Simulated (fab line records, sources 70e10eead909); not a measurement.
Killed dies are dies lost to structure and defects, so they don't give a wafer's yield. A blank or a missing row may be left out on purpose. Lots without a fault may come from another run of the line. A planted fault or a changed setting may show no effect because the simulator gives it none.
Which tool did it? | flow nand_harc | 12 lots, 34 wafers sampled, at 5 steps of a route of 1159

WHAT THE GAUGES READ, wafer by wafer
NHARC_END_SORT_01.
lot  | measured     | on        | killed_at_array | killed_at_other | killed_at_periphery | killed_dies | killed_open | killed_short
L397 | day 21 14:20 | prober-02 | 461 25          | 1 1             | 4 7                 | 466 33      | 1 3         | 2 2
L399 | day 22 14:36 | prober-02 | 480 28          | 1 3             | 2 4                 | 483 35      | 5 6         | 0 2
L401 | day 21 22:11 | prober-01 | 356 468 37      | 2 0 0           | 3 4 2               | 361 472 39  | 3 6 2       | 4 4 3

WHICH TOOL RAN EACH LOT (tool, then ch and the chambers of the sampled wafers, then the start)
lot  | NHARC_A_STAIRCASE_TRIM_200                    | NHARC_A_STAIRCASE_TRIM_229         | NHARC_A_STAIRCASE_TRIM_233         | NHARC_A_STAIRCASE_TRIM_235
L390 | rie_diel-05 ch 0,1,3, day 11 02:21 or earlier | rie_diel-08 ch 0,1,2, day 11 02:21 | rie_diel-08 ch 0,1,2, day 11 02:52 | rie_diel-08 ch 0,1, no start
L397 | rie_diel-05 ch 0,2, day 13 04:32 or earlier   | rie_diel-13 ch 1,3, day 13 04:32   | rie_diel-13 ch 0,1, day 13 05:07   | rie_diel-13 ch 0,1, day 21 14:20 or earlier
L399 | rie_diel-13 ch 0,2, day 13 07:39 or earlier   | rie_diel-13 ch 1,3, day 13 07:39   | rie_diel-13 ch 1, day 13 08:07     | rie_diel-13 ch 1,3, day 22 14:36 or earlier
L401 | rie_diel-05 ch 0,1,2, day 13 19:32 or earlier | rie_diel-13 ch 0,2,3, day 13 19:32 | rie_diel-13 ch 1,2,3, day 13 20:09 | rie_diel-13 ch 1,2,3, day 21 22:11 or earlier
L403 | rie_diel-13 ch 0,1,3, day 14 11:16 or earlier | rie_diel-08 ch 1,2, day 14 11:16   | rie_diel-08 ch 0,3, day 14 12:14   | rie_diel-08 ch 0,1,3, no start
L402 | rie_diel-08 ch 0,2,3, day 14 13:22 or earlier | rie_diel-08 ch 1,2,3, day 14 13:22 | rie_diel-08 ch 1,2,3, day 14 13:50 | rie_diel-08 ch 0,1,3, no start
L404 | rie_diel-13 ch 0,3, day 14 17:01 or earlier   | rie_diel-08 ch 1,2,3, day 14 17:01 | rie_diel-08 ch 1,3, day 14 17:34   | rie_diel-08 ch 1,2, no start
L406 | rie_diel-05 ch 0,3, day 14 20:18 or earlier   | rie_diel-05 ch 0,3, day 14 20:18   | rie_diel-05 ch 1,3, day 14 20:48   | rie_diel-05 ch 0,2, no start
L410 | rie_diel-05 ch 1,3, day 15 21:41 or earlier   | rie_diel-05 ch 0,1,3, day 15 21:41 | rie_diel-05 ch 0,2,3, day 15 22:10 | rie_diel-05 ch 0,2,3, no start
L411 | rie_diel-13 ch 0,2, day 16 18:08 or earlier   | rie_diel-13 ch 0,1,3, day 16 18:08 | rie_diel-13 ch 0,1,2, day 16 19:15 | rie_diel-13 ch 0,1, no start
L413 | rie_diel-05 ch 2,3, day 16 21:31 or earlier   | rie_diel-13 ch 0,2,3, day 16 21:31 | rie_diel-13 ch 0,1,2, day 16 22:02 | rie_diel-13 ch 1,2, no start
L412 | rie_diel-05 ch 0,1, day 16 23:55 or earlier   | rie_diel-05 ch 0,1,3, day 16 23:55 | rie_diel-05 ch 0,2,3, day 17 00:28 | rie_diel-05 ch 0,1,2, no start
- NHARC_A_STAIRCASE_TRIM_200: chemistry O2, time 211.2 s.
- NHARC_A_STAIRCASE_TRIM_229: chemistry O2, time 211.2 s.
- NHARC_A_STAIRCASE_TRIM_233: chemistry O2, time 211.2 s.
- NHARC_A_STAIRCASE_TRIM_235: chemistry O2, time 211.2 s.

WHAT THE TOOLS THEMSELVES READ (means of the sampled wafers that have a number; where no wafer has one, the mark that the record gives instead)
NHARC_A_STAIRCASE_TRIM_200.
lot  | tool        | drypump_motor_current_A (A) | oes_product_au (a.u.) | rf_vpp_V (V) | showerhead_plenum_p_Torr (Torr) | throttle_valve_pct (%)
L390 | rie_diel-05 | 5.9                         | 0.990                 | 57.7         | 3.51                            | 17.040
L397 | rie_diel-05 | 5.8                         | 0.988                 | 56.7         | 3.42                            | 17.028
L399 | rie_diel-13 | 5.6                         | 1.003                 | 57.6         | 3.41                            | 17.041
L401 | rie_diel-05 | 6.0                         | 0.995                 | 57.8         | 3.51                            | 17.043
L403 | rie_diel-13 | 6.1                         | 0.997                 | 58.5         | 3.52                            | 17.047
L402 | rie_diel-08 | 5.3                         | 1.006                 | 57.2         | 3.34                            | 17.031
L404 | rie_diel-13 | 6.2                         | 1.007                 | 57.5         | 3.48                            | 17.038
L406 | rie_diel-05 | 5.5                         | 1.003                 | 56.8         | 3.39                            | 17.038
L410 | rie_diel-05 | 6.0                         | 1.001                 | 58.1         | 3.50                            | 17.039
L411 | rie_diel-13 | 5.8                         | 0.997                 | 57.1         | 3.38                            | 17.028
L413 | rie_diel-05 | 5.9                         | 1.001                 | 57.3         | 3.41                            | 17.035
L412 | rie_diel-05 | 6.1                         | 1.014                 | 57.1         | 3.58                            | 17.029

NHARC_A_STAIRCASE_TRIM_229.
lot  | tool        | drypump_motor_current_A (A) | oes_product_au (a.u.) | rf_vpp_V (V) | showerhead_plenum_p_Torr (Torr) | throttle_valve_pct (%)
L390 | rie_diel-08 | 5.5                         | 1.000                 | 56.8         | 3.37                            | 17.031
L397 | rie_diel-13 | 6.0                         | 0.994                 | 59.2         | 3.60                            | 17.038
L399 | rie_diel-13 | 6.1                         | 0.992                 | 57.6         | 3.60                            | 17.041
L401 | rie_diel-13 | 5.7                         | 0.998                 | 58.3         | 3.53                            | 17.044
L403 | rie_diel-08 | 5.7                         | 0.997                 | 56.8         | 3.33                            | 17.040
L402 | rie_diel-08 | 5.4                         | 1.005                 | 58.5         | 3.32                            | 17.040
L404 | rie_diel-08 | 5.4                         | 1.002                 | 58.4         | 3.32                            | 17.047
L406 | rie_diel-05 | 5.5                         | 0.998                 | 57.6         | 3.39                            | 17.032
L410 | rie_diel-05 | 5.9                         | 1.003                 | 57.4         | 3.49                            | 17.040
L411 | rie_diel-13 | 6.1                         | 0.991                 | 57.9         | 3.51                            | 17.049
L413 | rie_diel-13 | 5.8                         | 0.992                 | 57.5         | 3.51                            | 17.033
L412 | rie_diel-05 | 5.9                         | 1.002                 | 57.5         | 3.49                            | 17.039

NHARC_A_STAIRCASE_TRIM_233.
lot  | tool        | drypump_motor_current_A (A) | oes_product_au (a.u.) | rf_vpp_V (V) | showerhead_plenum_p_Torr (Torr) | throttle_valve_pct (%)
L390 | rie_diel-08 | 5.5                         | 1.001                 | 57.3         | 3.37                            | 17.042
L397 | rie_diel-13 | 6.1                         | 1.109                 | 56.4         | 3.40                            | 17.038
L399 | rie_diel-13 | 6.0                         | 1.094                 | 58.2         | 3.44                            | 17.045
L401 | rie_diel-13 | 5.7                         | 1.137                 | 57.9         | 3.56                            | 17.042
L403 | rie_diel-08 | 5.3                         | 1.006                 | 58.1         | 3.32                            | 17.033
L402 | rie_diel-08 | 5.5                         | 1.007                 | 57.2         | 3.32                            | 17.044
L404 | rie_diel-08 | 5.8                         | 1.011                 | 57.5         | 3.31                            | 17.035
L406 | rie_diel-05 | 6.1                         | 1.002                 | 57.2         | 3.50                            | 17.037
L410 | rie_diel-05 | 5.8                         | 0.996                 | 57.1         | 3.40                            | 17.033
L411 | rie_diel-13 | 5.7                         | 0.986                 | 56.7         | 3.41                            | 17.038
L413 | rie_diel-13 | 5.7                         | 0.991                 | 57.9         | 3.40                            | 17.032
L412 | rie_diel-05 | 5.8                         | 1.002                 | 57.4         | 3.40                            | 17.036

NHARC_A_STAIRCASE_TRIM_235.
lot  | tool        | drypump_motor_current_A (A) | oes_product_au (a.u.) | rf_vpp_V (V) | showerhead_plenum_p_Torr (Torr) | throttle_valve_pct (%)
L390 | rie_diel-08 | 5.8                         | 1.022                 | 57.7         | 3.36                            | 17.045
L397 | rie_diel-13 | 6.1                         | 0.996                 | 58.0         | 3.40                            | 17.036
L399 | rie_diel-13 | 6.1                         | 0.984                 | 58.9         | 3.60                            | 17.035
L401 | rie_diel-13 | 5.7                         | 0.986                 | 57.6         | 3.56                            | 17.038
L403 | rie_diel-08 | 5.6                         | 1.006                 | 57.0         | 3.33                            | 17.046
L402 | rie_diel-08 | 5.6                         | 1.005                 | 57.6         | 3.33                            | 17.037
L404 | rie_diel-08 | 5.7                         | 0.999                 | 56.9         | 3.33                            | 17.043
L406 | rie_diel-05 | 5.9                         | 1.005                 | 57.4         | 3.42                            | 17.036
L410 | rie_diel-05 | 5.8                         | 0.996                 | 56.8         | 3.40                            | 17.035
L411 | rie_diel-13 | 6.1                         | 0.986                 | 56.8         | 3.39                            | 17.026
L413 | rie_diel-13 | 5.3                         | 0.986                 | 57.6         | 3.43                            | 17.040
L412 | rie_diel-05 | 6.0                         | 1.005                 | 57.1         | 3.49                            | 17.031

THE ANSWER, worked out from the rows above alone
Rule: what is usual is taken from the lots themselves. Put in order of their means at a reading, lots are off if they are a third of the lots or fewer, leave a main group of 4 or more, and stand apart from it by a gap of 3 or more times the standard deviation of the main group's means; of several such gaps the widest counts. A main group whose means are all the same, to the digits that the tables above print for the reading, isn't used. A lot without any number at a reading at which 4 lots or more have one is off too. The other lots that the step has rows for count as sound. The gauges are gone through in route order, then the tools' own readings, and for those a lot's mean is taken as printed above. The first step at which some lot is off is used, and at that step the reading that is off furthest; a lot without a number counts as furthest.
Off: L397, L399, L401, at NHARC_A_STAIRCASE_TRIM_233 (oes_product_au). The main group: mean 1.000 a.u., standard deviation 0.0075.
A tool fits if, at that step or a process step before it, it ran every lot that is off, and no sound lot after the first of them. NHARC_A_STAIRCASE_TRIM_200 gives no start for some lots, so the hours and the order of its lots are those of NHARC_A_STAIRCASE_TRIM_229. None of those tried fits.

WHAT THE SIMULATOR HAD PUT IN
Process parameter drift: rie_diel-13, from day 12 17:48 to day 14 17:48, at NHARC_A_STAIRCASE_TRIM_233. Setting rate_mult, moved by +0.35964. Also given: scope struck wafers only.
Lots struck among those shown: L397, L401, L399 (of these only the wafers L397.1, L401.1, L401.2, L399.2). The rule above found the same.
